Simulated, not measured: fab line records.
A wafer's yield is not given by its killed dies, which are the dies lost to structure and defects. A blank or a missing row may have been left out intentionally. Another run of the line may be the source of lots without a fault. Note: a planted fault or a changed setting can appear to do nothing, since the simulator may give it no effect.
Comparing a struck lot with a sound one ; flow n5-finfet ; 39 out of 1938 route steps
Sound: wafers L901.3, L901.4, L901.6. Struck: wafer L915.3 (left out: L915.5, a lot-mate that was not struck); the cause follows at the end.
Per side, at each step with rows, come the tool, then ch with its chambers, and then its first start. Under that, the readings that differ: sound wafers ; struck wafers ; difference of the means ; sigmas: that difference in standard deviations of wafers without a fault.
alike: words and numbers the same on both sides, and readings whose means are apart by under 2 such deviations; not compared: readings that were withheld, readings missing a value for some wafer, numbers with overlapping values and no deviation given by the record, and bounds like >300 which may hide the same value.
Wherever a step has rows on one side only, a row that says differs or no value, or a row with sigmas, the two part there. Numbers that don't overlap but have no deviation are shown without sigmas and don't part them. Lack of a reading on every wafer of one side parts them only where that side has two or more wafers.

first, 12 steps without rows for these wafers: N5_SD_EPI_N_ETCH_35 (etches SOC in N2/H2, overetch 108 nm, time 486 s); N5_SD_EPI_N_STRIP_36 (strips in N2/H2); N5_SD_EPI_N_ETCHBACK_44 (etches SiNx in CH3F/O2, stops on SiO2, target depth 14.5 nm); N5_SD_EPI_N_ETCH_45 (etches SiOCN in CH3F/O2, target depth 6 nm); N5_SD_EPI_N_ETCH_16 (etches SiO2 in CHF3/O2, target depth 5 nm); N5_SD_EPI_N_STRIP_47 (strips in CHF3/O2); N5_SD_EPI_N_SD_RECESS_17 (chemistry HBr/Cl2/O2, target depth 41 nm, time 23.7 s, bt time 3 s); N5_SD_EPI_N_STRIP_38 (strips in N2/H2); N5_SD_EPI_N_WET_ETCH_43 (etches SiO2 in dHF, time 14 s, target depth 1.5 nm); N5_SD_EPI_N_STRIP_18 (strips in SPM, time 750 s); N5_SD_EPI_N_SRD_20 (time 30 s); N5_SD_EPI_N_PRECLEAN_48 (cleans in NF3:NH3, afs cycles 2, time 20 s, sublimation time 60 s).
N5_SD_EPI_N_VAPOR_ETCH_50: etches Si in HCl, time 54 s.
  sound on epi-rpcvd-03 ch 0, day 3 14:10; struck on epi-rpcvd-01 ch 0, day 7 03:28
  alike: throttle-valve-pct
  not compared: susceptor-temp-C
then, 24 steps without rows for these wafers: N5_SD_EPI_N_EPI_21 (deposits Si:P, time 690 s); N5_SD_EPI_N_PRECLEAN_24 (cleans in O3/DIW, time 60 s); N5_SD_EPI_N_SRD_25 (time 30 s); N5_SD_EPI_N_PRECLEAN_49 (cleans in NF3:NH3, afs cycles 1, time 20 s, sublimation time 60 s); N5_SD_EPI_N_LINER_46 (material SiNx, target thk 3 nm); N5_SD_EPI_P_COAT_34 (time 60 s, resist thk 350 nm); N5_SD_EPI_P_COAT_35 (time 60 s, resist thk 35 nm); N5_SD_EPI_P_COAT_03 (resist thk 150 nm); N5_SD_EPI_P_EBR_05; N5_SD_EPI_P_SOFTBAKE_04 (time 60 s); N5_SD_EPI_P_EXPOSE_06 (exposes mask SD P BLK, target cd 240 nm); N5_SD_EPI_P_PEB_07 (peb time 60 s); N5_SD_EPI_P_DEVELOP_08 (develop time 30 s); N5_SD_EPI_P_DESCUM_14 (chemistry O2, time 7.9 s); N5_SD_EPI_P_ETCH_36 (etches SiARC in CF4, target depth 45.5 nm, time 75.8 s); N5_SD_EPI_P_ETCH_37 (etches SOC in N2/H2, overetch 108 nm, time 486 s); N5_SD_EPI_P_STRIP_38 (strips in N2/H2); N5_SD_EPI_P_ETCHBACK_46 (etches SiNx in CH3F/O2, stops on SiO2, target depth 17.5 nm); N5_SD_EPI_P_ETCH_47 (etches SiOCN in CH3F/O2, target depth 25 nm); N5_SD_EPI_P_ETCH_16 (etches SiO2 in CHF3/O2, target depth 5 nm); N5_SD_EPI_P_STRIP_50 (strips in CHF3/O2); N5_SD_EPI_P_SD_RECESS_17 (chemistry HBr/Cl2/O2, target depth 39.1 nm, bt time 3 s); N5_SD_EPI_P_WET_ETCH_45 (etches SiO2 in dHF, time 10.7 s, target depth 2 nm, rinse time 30 s); N5_SD_EPI_P_STRIP_40 (strips in N2/H2).
-- record jumps: 5 days separate the struck wafers' starts on either side; left off in module SD_EPI_P, taken up again in module BEOL_M4, whose first shown step is the route's number 1111 --
N5_BEOL_M4_RC_MEAS_101:
  sound on prober-02 ch 0, day 9 08:33; struck on prober-01 ch 0, day 12 03:29
reading;sound;struck;difference;sigmas
IOFF_N (nA/um);0.17 0.19 0.15;0.10;-0.07;-2
ION_N (uA/um);687 686 679;646;-38;-3
REXT_N (ohm.um);74.0 74.4 74.8;87.9;+13.5;+9
SS_N (mV/dec);72.1 72.6 71.0;70.2;-1.7;-3
VT_N (mV);249 247 248;255;+7;+2
VT_N_LVT (mV);96 95 97;109;+13;+4
  alike: DIBL_N, DIBL_P, IOFF_P, ION_P, SS_P, VT_P
-- record jumps: 4 days separate the struck wafers' starts on either side; left off in module BEOL_M4, taken up again in module PASSIVATION, whose first shown step is the route's number 1936 --
N5_PASSIVATION_PROBE_49:
  sound: prober-02 at day 14 00:32; struck: prober-02 at day 16 06:55
reading;sound;struck;difference;sigmas
sort_bin_8_speed (%);0 0 0;0.51;+0.51;+42
  alike: defect-limited-yield, killed_at_M0_to_M3, killed_at_M4_up, killed-at-contacts, killed-at-front-end, killed-at-other, killed-dies, killed-open, killed-short, sort_bin_5_function, sort_bin_6_memory, sort-n-pass, sort-yield-pct

WHERE THEY PART
Last at N5_PASSIVATION_PROBE_49 as far as this record goes, first at N5_BEOL_M4_RC_MEAS_101.

WHY: the cause the simulator had injected
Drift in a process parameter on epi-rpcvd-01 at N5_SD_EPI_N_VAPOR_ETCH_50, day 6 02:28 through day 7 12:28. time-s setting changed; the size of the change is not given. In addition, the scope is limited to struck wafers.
